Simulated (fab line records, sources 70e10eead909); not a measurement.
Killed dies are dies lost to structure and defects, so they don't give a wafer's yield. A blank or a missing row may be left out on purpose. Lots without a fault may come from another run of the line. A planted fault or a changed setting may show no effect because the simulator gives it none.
fab line records | flow nand_harc
record lots=7 wafers=21 last_day=23
route steps=1159 shown THIN_TSV@1133
lots that met no fault: from a run of the same line without faults
start_h: hours from the record's first day to the start of the lot's first wafer shown | wait_h: hours since the lot's step before | " the same as in the row above | L1.1+2: a row that stands for several wafers | - no value, or no start given | * or withheld: withheld | < > ~ a bound
route shown NAME@n: a module of which the file shows steps, and the number in the route of the first | usual: mean/standard deviation of fault-free wafers | same: alike in all rows | chamber/n: place in a boat | sites: the reading at each site | _std_site: their standard deviation | _edge_site: outer sites' mean less inner sites' | radius_mm: how far each site lies from the wafer's centre | mask NAME#n: copy n | behind: the tool/chamber that last shaped the wafer | hold: why the lot was held/for how many hours/how that ended | device: the transistor (n, p or np) that didn't switch | end of line: the same wafers' tests at the end of the route | a step without rows: its recipe alone | killed: dies lost to structure and defects at the first sort, not the wafer's yield | map: a wafer's dies, x killed, . not, _ none there
set.NAME: the setting as run; set.NAME@STEP: as run at that earlier step | model.NAME: the simulator's own value behind a step, which no gauge read
lots at some steps of the route; a table a step, a row a wafer
services: from which hour (start_h, from the record's first day; less than 0 if before it) a tool's chamber was out of use, for how many hours, and why
## steps
# step NHARC_THIN_TSV_CMP_21
# recipe t_overpolish_s=30 target_thk_nm=2000
# usual motor_current_A=11.9/1.2 overpolish_run_s=30.000/0.0089
# columns lot.wafer tool chamber start_h wait_h motor_current_A overpolish_run_s
L123.2 cmp-02 3 473.70 - 12.7 29.999
L123.1 " 0 " " 10.0 29.988
L123.5 " 2 " " 13.4 29.994
L127.4 cmp-01 0 499.46 - 11.0 29.991
L127.6 " 3 " " 13.6 29.987
L127.5 " 0 " " 11.0 29.984
L126.3 cmp-01 2 500.33 - 11.5 29.986
L126.1 " 3 " " 13.0 29.995
L126.6 " 1 " " 12.0 29.990
L128.3 cmp-04 2 510.95 - 11.1 30.020
L128.4 " 3 " " 11.2 30.008
L128.1 " 1 " " 10.0 29.990
L131.2 cmp-01 3 521.74 - 13.9 30.005
L131.4 " 1 " " 12.6 29.988
L131.6 " 2 " " 11.8 29.997
L133.4 cmp-04 2 531.05 - 11.1 29.996
L133.5 " 0 " " 12.4 29.996
L133.6 " 1 " " 10.8 30.002
L132.3 cmp-04 3 532.27 - 10.8 30.017
L132.6 " 1 " " 10.6 30.021
L132.5 " 2 " " 11.5 29.998
# step NHARC_THIN_TSV_SRD_23
# step NHARC_THIN_TSV_DEGAS_53
# recipe temp_c=300 time_s=60
# usual heater_power_w=479/41
# columns lot.wafer tool chamber start_h wait_h heater_power_w
L123.1 pvd_sputter-02 - 474.11 0.1 496
L123.2 " - " " 497
L123.5 " - " " 533
L127.4 pvd_sputter-03 - 499.91 0.1 542
L127.6 " - " " 428
L127.5 " - " " 531
L126.1 pvd_sputter-01 - 500.75 0.1 441
L126.3 " - " " 417
L126.6 " - " " 435
L128.1 pvd_sputter-01 - 511.41 0.1 424
L128.4 " - " " 405
L128.3 " - " " 443
L131.2 pvd_sputter-03 - 522.18 0.1 522
L131.4 " - " " 517
L131.6 " - " " 431
L133.4 pvd_sputter-02 - 531.47 0.1 491
L133.5 " - " " 472
L133.6 " - " " 515
L132.3 pvd_sputter-03 - 532.70 0.1 531
L132.5 " - " " 437
L132.6 " - " " 525
# step NHARC_THIN_TSV_PRE_CLEAN_54
# recipe time_s=30 temp_c=280 gas=H2/He
# usual heater_power_w=422/37
# columns lot.wafer tool chamber start_h wait_h heater_power_w
L123.2 pvd_sputter-02 - 474.18 0.0 434
L123.1 " - " " 461
L123.5 " - " " 431
L127.4 pvd_sputter-03 - 499.96 0.0 464
L127.5 " - " " 466
L127.6 " - " " 452
L126.1 pvd_sputter-01 - 500.81 0.1 362
L126.3 " - " " 457
L126.6 " - " " 404
L128.4 pvd_sputter-01 - 511.49 0.0 378
L128.1 " - " " 394
L128.3 " - " " 381
L131.2 pvd_sputter-03 - 522.24 0.1 468
L131.4 " - " " 469
L131.6 " - " " 463
L133.4 pvd_sputter-02 - 531.56 0.1 423
L133.5 " - " " 459
L133.6 " - " " 428
L132.3 pvd_sputter-03 - 532.75 0.0 475
L132.5 " - " " 375
L132.6 " - " " 468
# step NHARC_THIN_TSV_PVD_55
# recipe target_thk_a=500 material=TiN
# step NHARC_THIN_TSV_PVD_24
# recipe target_thk_a=8000 power_w=withheld chamber_pressure_pa=withheld substrate_temp_c=withheld time_s=withheld gas=Ar material=Al
# step NHARC_THIN_TSV_DEHYDRATE_25
# recipe temp_c=150 time_s=120
# step NHARC_THIN_TSV_HMDS_26
# recipe time_s=30
# step NHARC_THIN_TSV_COAT_27
# recipe spin_rpm=*
# step NHARC_THIN_TSV_SOFTBAKE_28
# recipe temp_c=122 time_s=95
# step NHARC_THIN_TSV_EBR_29
# step NHARC_THIN_TSV_EXPOSE_30
# recipe na=0.55 dose_mj=11.47 mask_id=PAD
# usual exposure_dose_mJ_cm2=11.472/0.012 focus_offset_nm=0.1/0.59 stage_vel_mm_s=499.98/0.3
# columns lot.wafer tool chamber start_h wait_h mask exposure_dose_mJ_cm2 focus_offset_nm stage_vel_mm_s
L123.1 krf_scanner-03 0 474.97 - PAD#0 11.478 -0.2 499.92
L123.2 " 0 " " PAD#0 11.471 -0.2 499.65
L123.5 " 0 " " PAD#0 11.496 0.3 499.73
L127.4 krf_scanner-03 - 500.90 - PAD#0 - - -
L127.5 " - " " PAD#0 - - -
L127.6 " - " " PAD#0 - - -
L126.1 krf_scanner-01 - 501.73 - PAD#0 - - -
L126.3 " - " " PAD#0 - - -
L126.6 " - " " PAD#0 - - -
L128.1 krf_scanner-04 - 512.40 - PAD#0 - - -
L128.3 " - " " PAD#0 - - -
L128.4 " - " " PAD#0 - - -
L131.2 krf_scanner-04 0 523.16 - PAD#0 11.455 -0.9 500.00
L131.4 " 0 " " PAD#0 11.476 -0.5 500.10
L131.6 " 0 " " PAD#0 11.464 -0.1 500.26
L133.4 krf_scanner-04 0 532.46 - PAD#0 11.458 0.9 499.98
L133.5 " 0 " " PAD#0 11.462 0.6 500.09
L133.6 " 0 " " PAD#0 11.454 0.6 500.11
L132.3 krf_scanner-01 0 533.67 - PAD#0 11.462 0.6 500.37
L132.5 " 0 " " PAD#0 11.477 0.0 500.20
L132.6 " 0 " " PAD#0 11.477 0.3 500.01
# step NHARC_THIN_TSV_PEB_31
# recipe peb_temp_c=118 peb_time_s=85
## services
# columns tool chamber start_h hours kind
krf_scanner-04 - 453.59 0.2 repair
pvd_sputter-03 - 458.08 10.0 pm
cmp-02 - 466.07 0.6 repair
krf_scanner-04 - 470.00 4.0 pm
cmp-01 - 476.37 1.1 repair
pvd_sputter-02 - 477.55 1.4 repair
krf_scanner-04 - 478.99 5.7 repair
cmp-01 - 479.20 4.0 pm
cmp-01 - 483.20 - consumable_replace:conditioner
cmp-01 - 483.20 - consumable_replace:pad
cmp-04 - 497.29 4.0 pm
cmp-04 - 501.29 - consumable_replace:conditioner
cmp-04 - 501.29 - consumable_replace:pad
cmp-04 - 502.90 1.0 repair
krf_scanner-03 - 512.00 4.0 pm
pvd_sputter-01 - 514.00 10.0 pm
cmp-02 - 515.76 2.2 repair
cmp-02 - 526.74 - consumable_replace:conditioner
cmp-02 - 526.74 - consumable_replace:pad
## key
first_sign step=NHARC_THIN_TSV_EXPOSE_30 reading=tool_record direction=missing
effect none on later readings
met_at NHARC_THIN_TSV_EXPOSE_30
struck_wafers L126.1,L126.3,L126.6,L127.4,L127.5,L127.6,L128.1,L128.3,L128.4
later_rows_left_out L126.1,L126.3,L126.6,L127.4,L127.5,L127.6,L128.1,L128.3,L128.4
sort_left_out L126.1,L126.3,L126.6,L127.4,L127.5,L127.6,L128.1,L128.3,L128.4
onset_between 474.97 500.90
fault kind=skipped_step_whole tool=krf_scanner-01,krf_scanner-03,krf_scanner-04 chamber=- onset_h=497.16 steps=NHARC_THIN_TSV_EXPOSE_30 scope=struck_lots_only
# sort_left_out: the simulated sort isn't trusted on such a fault, so these wafers' sort isn't shown, and their yield isn't known
# later_rows_left_out: the simulator's readings of these wafers behind a module that went badly wrong aren't trusted and aren't shown, but for the sort
